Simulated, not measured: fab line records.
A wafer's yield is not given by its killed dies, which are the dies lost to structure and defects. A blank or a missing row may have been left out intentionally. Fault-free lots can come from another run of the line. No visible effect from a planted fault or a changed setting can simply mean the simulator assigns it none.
fab line records | flow n5_finfet
record: lots: 7 wafers: 21
route steps=1938 shown BEOL_M5@1112 BEOL_M6@1233 BEOL_M7@1299 BEOL_M8@1374 BEOL_M10@1488 BEOL_M11@1543
start_h: hours from the record's first day to the start of the lot's first wafer shown | wait_h: hours since the lot's step before | " identical to the entry in the row above | L1.1+2: a single row standing in for several wafers | - either no value or no given start | * or withheld: withheld | < > ~ a bound
route shown NAME@n: names a module that has steps shown in the file, with the first one's number in the route | usual: average and standard deviation across the fault-free wafers | same: alike in all rows | chamber/n: place in a boat | sites: each site's reading | _std_site: the values' standard deviation | _edge_site: the outer-site mean with the inner-site mean subtracted | radius_mm: for every site, how far away it sits from the centre of the wafer | mask NAME#n: copy n | behind: the most recent tool/chamber to have shaped the wafer | hold: why the lot went on hold/how many hours it stayed there/how the hold came to an end | device: the n, p or np transistor that did not switch | end of line: the tests these same wafers got at the end of their route | for a step that has no rows: nothing shown but its recipe | killed: the dies lost at the first sort to structure and to defects; this is not the yield of the wafer | map: dies across one wafer; x = killed, . = not, _ = none there
set.NAME: setting as actually run; set.NAME@STEP: the setting as run at that earlier step | model.NAME: the simulator's own value behind a step, which no gauge read
lots with deliberately changed settings; one table per step, one row per wafer
== steps ==
step: N5_BEOL_M5_ILD_DEP_00
recipe: material: SiCOH_lowk target_thk_a: 1406.4 temp_c: 300 precursor: DEMS/porogen pressure_torr: 5 rf_w: 500 time_s: 25.9
columns lot.wafer tool chamber start_h wait_h set.time_s model.SiCOH_lowk_of_BEOL_M5_ILD_DEP_00.thk_nm
L075.1 pecvd-04 0 184.55 0.8 27.53 148.4
L075.3+6 " 2 " " 25.9 138.8
L076.4 pecvd-03 2 198.96 0.4 29.7 162
L076.5 " 0 " " 25.9 141.8
L076.6 " 1 " " 25.9 140.6
L078.2 pecvd-03 2 201.76 0.7 25.9 139
L078.3 " 0 " " 29.55 157.8
L078.5 " 0 " " 29.55 162.4
L082.1 pecvd-04 0 226.88 0.8 25.9 138.2
L082.3 " 1 " " 25.9 138
L082.4 " 1 " " 25.9 140.4
L083.2 pecvd-04 1 231.38 0.7 22.26 120.2
L083.4 " 2 " " 25.9 137.8
L083.6 " 1 " " 22.26 121.4
L087.3 pecvd-04 0 253.65 0.5 25.9 140
L087.5 " 2 " " 25.9 143.4
L087.6 " 1 " " 27.62 150.8
L089.2 pecvd-01 2 261.62 0.7 25.9 138
L089.3 " 0 " " 25.9 139
L089.6 " 0 " " 25.9 142
step: N5_BEOL_M5_CURE_79
recipe: temp_c: 385 time_s: 240 ambient: He/Ar material: SiCOH_lowk
columns lot.wafer tool chamber start_h wait_h set.time_s@BEOL_M5_ILD_DEP_00 model.SiCOH_lowk_of_BEOL_M5_ILD_DEP_00.thk_nm
L075.1 uv_cure-02 0 184.61 0.0 27.53 127.6
L075.3+6 " 0 " " 25.9 119.4
L076.4 uv_cure-01 1 199.24 0.3 29.7 139.6
L076.5 " 1 " " 25.9 122
L076.6 " 1 " " 25.9 121
L078.2 uv_cure-01 1 201.90 0.1 25.9 119.6
L078.3 " 1 " " 29.55 136
L078.5 " 1 " " 29.55 139.8
L082.1 uv_cure-03 1 227.00 0.1 25.9 118.8
L082.3 " 1 " " 25.9 118.6
L082.4 " 1 " " 25.9 120.8
L083.2 uv_cure-01 1 231.60 0.2 22.26 103.4
L083.4 " 1 " " 25.9 118.4
L083.6 " 1 " " 22.26 104.2
L087.3 uv_cure-01 0 253.95 0.3 25.9 120.6
L087.5 " 0 " " 25.9 123.4
L087.6 " 0 " " 27.62 129.8
L089.2 uv_cure-01 0 261.76 0.1 25.9 118.6
L089.3 " 0 " " 25.9 119.6
L089.6 " 0 " " 25.9 122.2
step: N5_BEOL_M5_THK_MEAS_01
recipe: reads: SiCOH_lowk_of_BEOL_M5_ILD_DEP_00
usual: M5_ILD_THK: 120.7/1.8
columns lot.wafer tool chamber start_h wait_h set.time_s@BEOL_M5_ILD_DEP_00 M5_ILD_THK[nm]
L075.1 film_metro-02 - 185.12 0.4 27.53 127.6
L075.3 " - " " 25.9 119.4
L075.6 " - " " 25.9 119.5
L076.4 film_metro-02 - 199.52 0.2 29.7 139.6
L076.5 " - " " 25.9 122.2
L076.6 " - " " 25.9 121.0
L078.2 film_metro-02 - 202.33 0.4 25.9 119.6
L078.3 " - " " 29.55 135.9
L078.5 " - " " 29.55 139.9
L082.1 film_metro-01 - 227.51 0.4 25.9 118.8
L082.3 " - " " 25.9 118.7
L082.4 " - " " 25.9 120.9
L083.2 film_metro-02 - 232.43 0.7 22.26 103.3
L083.4 " - " " 25.9 118.5
L083.6 " - " " 22.26 104.2
L087.3 film_metro-01 - 254.30 0.3 25.9 120.5
L087.5 " - " " 25.9 123.5
L087.6 " - " " 27.62 129.9
L089.2 film_metro-02 - 262.19 0.4 25.9 118.6
L089.3 " - " " 25.9 119.5
L089.6 " - " " 25.9 122.2
step: N5_BEOL_M5_ETCH_41
recipe: chemistry: CH3F/O2 target: SiCN target_depth_a: 315 taper_deg: 2 time_s: 56.7 ion_energy_ev: 120 mask_material: TiN pressure_mtorr: 30 source_w: 395 bias_w: 75 Ar_flow_sccm: 150 CH3F_flow_sccm: 30 O2_flow_sccm: 20
usual: rf_vpp_V: 297.1/1.4
columns lot.wafer tool chamber start_h wait_h set.source_w rf_vpp_V
L075.1 rie_diel-02 3 - - 395 295.5
L075.3 " 2 " " 395 295.9
L075.6 " 1 " " 395 295.5
L076.4 rie_diel-04 1 - - 395 297.9
L076.5 " 2 " " 428.1 289.6
L076.6 " 1 " " 428.1 288.8
L078.2 rie_diel-06 2 - - 395 297.4
L078.3 " 0 " " 395 297.2
L078.5 " 2 " " 426.5 290.3
L082.1 rie_diel-04 3 - - 395 298.4
L082.3 " 0 " " 395 297.8
L082.4 " 2 " " 395 298.3
L083.2 rie_diel-02 2 - - 395 294.9
L083.4 " 3 " " 395 294.5
L083.6 " 0 " " 395 296.8
L087.3 rie_diel-04 0 - - 395 296.5
L087.5 " 2 " " 433.7 289.9
L087.6 " 3 " " 433.7 290.2
L089.2 rie_diel-04 0 - - 395 297.5
L089.3 " 2 " " 395 297.2
L089.6 " 2 " " 395 298.1
step: N5_BEOL_M6_ETCH_66
recipe: chemistry: N2/H2 target: SOC target_depth_a: 800 overetch_a: 160 mask_material: SiARC temp_c: 40 time_s: 120 ion_energy_ev: 200 pressure_mtorr: 30 source_w: 840 bias_w: 150 n2_flow_sccm: 200 h2_flow_sccm: 200
usual: rf_vpp_V: 523.9/2.5
columns lot.wafer tool chamber start_h wait_h set.source_w rf_vpp_V
L075.1 rie_diel-05 2 201.34 0.0 885.8 511.3
L075.3 " 0 " " 885.8 513.6
L075.6 " 2 " " 840 521.9
L076.4 rie_diel-01 1 214.47 0.0 933.7 507.9
L076.5 " 1 " " 933.7 508.3
L076.6 " 2 " " 840 525.6
L078.2 rie_diel-03 2 222.07 0.0 840 520.1
L078.3 " 1 " " 840 521.2
L078.5 " 2 " " 840 520.8
L082.1 rie_diel-05 3 246.18 0.0 840 523.9
L082.3 " 2 " " 840 522.8
L082.4 " 0 " " 840 525.4
L083.2 rie_diel-01 2 250.08 0.0 706.6 554.6
L083.4 " 0 " " 840 524.7
L083.6 " 1 " " 706.6 558.7
L087.3 rie_diel-03 1 274.60 0.0 840 519.2
L087.5 " 2 " " 985.3 494.2
L087.6 " 1 " " 985.3 494.1
L089.2 rie_diel-05 3 284.49 0.0 840 521.7
L089.3 " 0 " " 772.1 537.6
L089.6 " 2 " " 772.1 537.6
step: N5_BEOL_M6_TRENCH_ETCH_37
recipe: chemistry: C4F6/O2 target_depth_a: 944.35 target: SiCOH_lowk time_s: 31.5 ion_energy_ev: 250 pressure_mtorr: 30 source_w: 345 bias_w: 185 Ar_flow_sccm: 300 C4F6_flow_sccm: 10 O2_flow_sccm: 10
usual: rf_vpp_V: 664/11
columns lot.wafer tool chamber start_h wait_h set.source_w rf_vpp_V
L075.1 rie_diel-05 2 - - 391.5 623
L075.3 " 0 " " 345 662
L075.6 " 2 " " 391.5 624
L076.4 rie_diel-01 1 - - 287.6 745
L076.5 " 1 " " 345 679
L076.6 " 2 " " 345 674
L078.2 rie_diel-03 2 - - 345 645
L078.3 " 1 " " 345 671
L078.5 " 2 " " 345 644
L082.1 rie_diel-05 3 - - 345 662
L082.3 " 2 " " 345 663
L082.4 " 0 " " 345 662
L083.2 rie_diel-01 2 - - 298.4 726
L083.4 " 0 " " 345 658
L083.6 " 1 " " 345 679
L087.3 rie_diel-03 1 - - 345 669
L087.5 " 2 " " 345 645
L087.6 " 1 " " 345 669
L089.2 rie_diel-05 3 - - 345 663
L089.3 " 0 " " 345 660
L089.6 " 2 " " 345 665
step: N5_BEOL_M7_DESCUM_33
recipe: chemistry: O2 time_s: 7 source_power_w: 50 bias_power_w: 20 pressure_mtorr: 20 rf_frequency_hz: 2.712e+07 temp_c: 40 resist: CAR-EUV o2_flow_sccm: 225
columns lot.wafer tool chamber start_h wait_h set.time_s model.CAR-EUV_of_BEOL_M7_COAT_22.thk_nm
L075.1 rie_diel-06 2 210.28 0.0 7 26.2
L075.3 " 3 " " 7 26
L075.6 " 2 " " 5.516 27
L076.4+5 rie_diel-02 0,2 224.15 0.0 7.655 25.8
L076.6 " 1 " " 7 26.2
L078.2 rie_diel-06 0 229.93 0.1 7 26.2
L078.3 " 0 " " 7 26
L078.5 " 3 " " 7.842 25.4
L082.1+3+4 rie_diel-06 3,0,0 253.89 0.1 7 26
L083.2+4 rie_diel-02 3,1 257.58 0.0 7 26
L083.6 " 2 " " 7 26.2
L087.3 rie_diel-06 3 282.41 0.6 7.977 25.2
L087.5+6 " 0,1 " " 7 26
L089.2 rie_diel-04 0 292.80 0.4 7 26
L089.3+6 " 0 " " 8.363 25.4
step: N5_BEOL_M7_ETCH_72
recipe: chemistry: N2/H2 target: underlayer target_depth_a: 65 mask_material: CAR-EUV time_s: 5.2 ion_energy_ev: 200 pressure_mtorr: 30 source_w: 840 bias_w: 150 n2_flow_sccm: 200 h2_flow_sccm: 200 ends: cleared
columns lot.wafer tool chamber start_h wait_h set.time_s@BEOL_M7_DESCUM_33 model.CAR-EUV_of_BEOL_M7_COAT_22.thk_nm
L075.1+3 rie_diel-06 2,3 210.32 0.0 7 20.4
L075.6 " 2 " " 5.516 21.2
L076.4 rie_diel-02 0 224.19 0.0 7.655 20
L076.5 " 2 " " 7.655 20.2
L076.6 " 1 " " 7 20.4
L078.2 rie_diel-06 0 229.98 0.0 7 20.4
L078.3 " 0 " " 7 20.2
L078.5 " 3 " " 7.842 19.8
L082.1 rie_diel-06 3 253.93 0.0 7 20.2
L082.3+4 " 0 " " 7 20.4
L083.2+6 rie_diel-02 3,2 257.61 0.0 7 20.4
L083.4 " 1 " " 7 20.2
L087.3 rie_diel-06 3 282.45 0.0 7.977 19.6
L087.5 " 0 " " 7 20.2
L087.6 " 1 " " 7 20.4
L089.2 rie_diel-04 0 292.85 0.0 7 20.2
L089.3+6 " 0 " " 8.363 19.6
step: N5_BEOL_M8_VIA_ETCH_34
recipe: chemistry: C4F6/O2 target: SiCOH_lowk target_depth_a: 1255 mask_material: SOC taper_deg: 4 time_s: 50.5 ion_energy_ev: 250 pressure_mtorr: 30 source_w: 345 bias_w: 185 Ar_flow_sccm: 300 C4F6_flow_sccm: 10 O2_flow_sccm: 10
usual: rf_vpp_V: 664/12
columns lot.wafer tool chamber start_h wait_h set.bias_w rf_vpp_V
L075.1 rie_diel-05 2 221.34 0.0 185 664
L075.3 " 0 " " 203.8 714
L075.6 " 2 " " 203.8 718
L076.4 rie_diel-03 0 230.07 0.0 185 681
L076.5 " 0 " " 167.9 630
L076.6 " 3 " " 185 653
L078.2 rie_diel-05 1 243.90 0.0 185 660
L078.3 " 2 " " 156.2 581
L078.5 " 3 " " 156.2 579
L082.1 rie_diel-01 3 265.59 0.0 185 654
L082.3 " 1 " " 185 678
L082.4 " 2 " " 185 676
L083.2 rie_diel-01 1 272.31 0.0 215 765
L083.4 " 2 " " 215 760
L083.6 " 0 " " 185 660
L087.3 rie_diel-03 2 294.72 0.0 185 644
L087.5 " 3 " " 185 652
L087.6 " 2 " " 185 645
L089.2 rie_diel-05 2 301.11 0.0 185 665
L089.3 " 1 " " 185 661
L089.6 " 1 " " 185 660
step: N5_BEOL_M8_TRENCH_ETCH_37
recipe: chemistry: C4F6/O2 target_depth_a: 934.78 target: SiCOH_lowk time_s: 31.2 ion_energy_ev: 250 pressure_mtorr: 30 source_w: 345 bias_w: 185 Ar_flow_sccm: 300 C4F6_flow_sccm: 10 O2_flow_sccm: 10
usual: rf_vpp_V: 664/12
columns lot.wafer tool chamber start_h wait_h set.bias_w rf_vpp_V
L075.1 rie_diel-05 2 - - 208.9 731
L075.3 " 0 " " 208.9 728
L075.6 " 2 " " 185 665
L076.4 rie_diel-03 0 - - 185 680
L076.5 " 0 " " 185 680
L076.6 " 3 " " 185 652
L078.2 rie_diel-05 1 - - 185 662
L078.3 " 2 " " 185 666
L078.5 " 3 " " 185 663
L082.1 rie_diel-01 3 - - 185 655
L082.3 " 1 " " 185 681
L082.4 " 2 " " 185 674
L083.2 rie_diel-01 1 - - 173.7 647
L083.4 " 2 " " 185 675
L083.6 " 0 " " 185 660
L087.3 rie_diel-03 2 - - 154.4 559
L087.5 " 3 " " 185 651
L087.6 " 2 " " 154.4 558
L089.2 rie_diel-05 2 - - 185 664
L089.3 " 1 " " 185 661
L089.6 " 1 " " 185 662
step: N5_BEOL_M10_ETCH_62
recipe: chemistry: N2/H2 target: SOC target_depth_a: 1100 overetch_a: 220 mask_material: SiARC temp_c: 40 time_s: 165 ion_energy_ev: 200 pressure_mtorr: 30 source_w: 840 bias_w: 150 n2_flow_sccm: 200 h2_flow_sccm: 200
columns lot.wafer tool chamber start_h wait_h set.time_s
L075.1+3+6 rie_diel-03 1,0,2 234.06 0.0 165
L076.4+5 rie_diel-03 1,3 251.46 0.0 199
L076.6 " 0 " " 165
L078.2+5 rie_diel-03 3,2 258.22 0.0 190.4
L078.3 " 0 " " 165
L082.1+3+4 rie_diel-01 3,2,0 283.04 0.0 165
L083.2+6 rie_diel-01 3 287.88 0.0 165
L083.4 " 2 " " 128.7
L087.3+5+6 rie_diel-01 0,0,2 311.78 0.0 165
L089.2+3+6 rie_diel-03 3,2,2 315.29 0.0 151.6
step: N5_BEOL_M10_STRIP_68
recipe: chemistry: N2/H2 temp_c: 40 n2_flow_sccm: 200 h2_flow_sccm: 200 rf_frequency_hz: 6e+07
step: N5_BEOL_M10_STRIP_67
recipe: chemistry: CF4 resist: SiARC power_w: 300 bias_power_w: 75 pressure_mtorr: 50 cf4_flow_sccm: 150 rf_frequency_hz: 6e+07
step: N5_BEOL_M10_HM_OPEN_17
recipe: chemistry: Cl2/BCl3 target_depth_a: 200 overetch_a: 60 target: TiN mask_material: SOC ion_energy_ev: 150 pressure_mtorr: 10 icp_w: 1000 bias_w: 126 Cl2_flow_sccm: 53.25 bcl3_flow_sccm: 21.75 Ar_flow_sccm: 25
columns lot.wafer tool chamber start_h wait_h set.time_s@BEOL_M10_ETCH_62 model.etch.depth_nm
L075.1 rie_metal-03 0 234.24 0.0 165 20.15
L075.3 " 1 " " 165 20.47
L075.6 " 0 " " 165 20.4
L076.4 rie_metal-03 1 251.67 0.1 199 16.52
L076.5 " 0 " " 199 16.2
L076.6 " 1 " " 165 20.12
L078.2 rie_metal-02 1 258.40 0.0 190.4 17.1
L078.3 " 0 " " 165 19.84
L078.5 " 1 " " 190.4 17.3
L082.1 rie_metal-02 0 283.23 0.0 165 20.38
L082.3 " 1 " " 165 20.3
L082.4 " 0 " " 165 20.28
L083.2 rie_metal-01 1 288.07 0.0 165 19.83
L083.4 " 1 " " 128.7 19.96
L083.6 " 1 " " 165 19.69
L087.3 rie_metal-01 1 312.00 0.1 165 20.36
L087.5 " 1 " " 165 20.58
L087.6 " 0 " " 165 20.35
L089.2 rie_metal-02 0 315.48 0.0 151.6 20.08
L089.3 " 0 " " 151.6 19.69
L089.6 " 0 " " 151.6 19.95
step: N5_BEOL_M10_PEB_26
recipe: peb_temp_c: withheld peb_time_s: 60 resist: CAR-ArF
columns lot.wafer tool chamber start_h wait_h set.peb_time_s
L075.1+3+6 litho_track-01 0 237.66 0.1 60
L076.4 litho_track-03 0 252.39 0.0 72.27
L076.5+6 " 0 " " 60
L078.2+3 litho_track-03 0 258.95 0.1 60
L078.5 " 0 " " 71.78
L082.1+3+4 litho_track-03 0 284.12 0.1 60
L083.2+4+6 litho_track-01 0 292.32 0.1 60
L087.3+6 litho_track-05 0 314.28 0.0 49.85
L087.5 " 0 " " 60
L089.2+3+6 litho_track-05 0 316.45 0.1 60
step: N5_BEOL_M10_DEVELOP_27
recipe: develop_time_s: 30 developer: TMAH resist: CAR-ArF rinse_liquid: diw dry: air_spin dev_temp_c: 23
step: N5_BEOL_M10_CD_MEAS_28
recipe: target_cd_nm: 70 landing_energy_ev: 500 detector: se_inlens polarity: opening
usual: cd_nm: 69.2/1.1
columns lot.wafer tool chamber start_h wait_h set.peb_time_s@BEOL_M10_PEB_26 cd_nm
L075.1 cd_sem-02 0 237.72 - 60 68.3
L075.3 " 0 " " 60 70.5
L075.6 " 0 " " 60 70.7
L076.4 cd_sem-01 0 252.46 - 72.27 77.2
L076.5 " 0 " " 60 69.3
L076.6 " 0 " " 60 68.7
L078.2 cd_sem-01 0 259.02 - 60 66.8
L078.3 " 0 " " 60 68.8
L078.5 " 0 " " 71.78 75.9
L082.1 cd_sem-02 0 284.18 - 60 68.7
L082.3 " 0 " " 60 69.0
L082.4 " 0 " " 60 70.5
L083.2 cd_sem-03 0 292.39 - 60 71.6
L083.4 " 0 " " 60 71.2
L083.6 " 0 " " 60 71.1
L087.3 cd_sem-03 0 314.35 - 49.85 61.8
L087.5 " 0 " " 60 70.5
L087.6 " 0 " " 49.85 60.5
L089.2 cd_sem-03 0 316.52 - 60 69.6
L089.3 " 0 " " 60 70.6
L089.6 " 0 " " 60 69.2
step: N5_BEOL_M11_COAT_05
recipe: resist: CAR-ArF spin_rpm: 1500 resist_thk_nm: 90
columns lot.wafer tool chamber start_h wait_h set.spin_rpm model.CAR-ArF_of_BEOL_M11_COAT_05.thk_nm
L075.1+3+6 litho_track-04 0 - - 1500 89.8
L076.4+6 litho_track-04 0 - - 1500 89.8
L076.5 " 0 " " 1500 90
L078.2+5 litho_track-02 0 - - 1500 89.8
L078.3 " 0 " " 1500 90.2
L082.1+3+4 litho_track-02 0 - - 1500 90.4
L083.2+4 litho_track-05 0 - - 1383 94.2
L083.6 " 0 " " 1500 90.4
L087.3 litho_track-02 0 - - 1500 90.2
L087.5 " 0 " " 1500 89.6
L087.6 " 0 " " 1598 86.8
L089.2 litho_track-02 0 - - 1343 94.8
L089.3 " 0 " " 1500 89.4
L089.6 " 0 " " 1343 94.6
== key ==
split: step: N5_BEOL_M5_ILD_DEP_00 setting: time_s stated: 25.9 by: wafer
response: step: N5_BEOL_M5_ILD_DEP_00 reading: model.SiCOH_lowk_of_BEOL_M5_ILD_DEP_00.thk_nm change: +1.38 per: 1% r: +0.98
response: step: N5_BEOL_M5_CURE_79 reading: model.SiCOH_lowk_of_BEOL_M5_ILD_DEP_00.thk_nm change: +1.2 per: 1% r: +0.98
response: step: N5_BEOL_M5_THK_MEAS_01 reading: M5_ILD_THK change: +1.2 per: 1% r: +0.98
split: step: N5_BEOL_M5_ETCH_41 setting: source_w stated: 395 by: wafer
response: step: N5_BEOL_M5_ETCH_41 reading: rf_vpp_V change: -0.835 per: 1% r: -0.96
split: step: N5_BEOL_M6_ETCH_66 setting: source_w stated: 840 by: wafer
response: step: N5_BEOL_M6_ETCH_66 reading: rf_vpp_V change: -1.71 per: 1% r: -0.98
split: step: N5_BEOL_M6_TRENCH_ETCH_37 setting: source_w stated: 345 by: wafer
response: step: N5_BEOL_M6_TRENCH_ETCH_37 reading: rf_vpp_V change: -3.78 per: 1% r: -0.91
split: step: N5_BEOL_M7_DESCUM_33 setting: time_s stated: 7 by: wafer
response: step: N5_BEOL_M7_DESCUM_33 reading: model.CAR-EUV_of_BEOL_M7_COAT_22.thk_nm change: -0.0431 per: 1% r: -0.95
response: step: N5_BEOL_M7_ETCH_72 reading: model.CAR-EUV_of_BEOL_M7_COAT_22.thk_nm change: -0.0376 per: 1% r: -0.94
split: step: N5_BEOL_M8_VIA_ETCH_34 setting: bias_w stated: 185 by: wafer
response: step: N5_BEOL_M8_VIA_ETCH_34 reading: rf_vpp_V change: +5.45 per: 1% r: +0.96
split: step: N5_BEOL_M8_TRENCH_ETCH_37 setting: bias_w stated: 185 by: wafer
response: step: N5_BEOL_M8_TRENCH_ETCH_37 reading: rf_vpp_V change: +5.23 per: 1% r: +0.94
split: step: N5_BEOL_M10_ETCH_62 setting: time_s stated: 165 by: wafer
response: step: N5_BEOL_M10_HM_OPEN_17 reading: model.etch.depth_nm shape: bent at_lowest: 19.96 at_stated: 20.21 at_highest: 16.36
split: step: N5_BEOL_M10_PEB_26 setting: peb_time_s stated: 60 by: wafer
response: step: N5_BEOL_M10_CD_MEAS_28 reading: cd_nm change: +0.445 per: 1% r: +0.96
split: step: N5_BEOL_M11_COAT_05 setting: spin_rpm stated: 1500 by: wafer
response: step: N5_BEOL_M11_COAT_05 reading: model.CAR-ArF_of_BEOL_M11_COAT_05.thk_nm change: -0.495 per: 1% r: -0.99
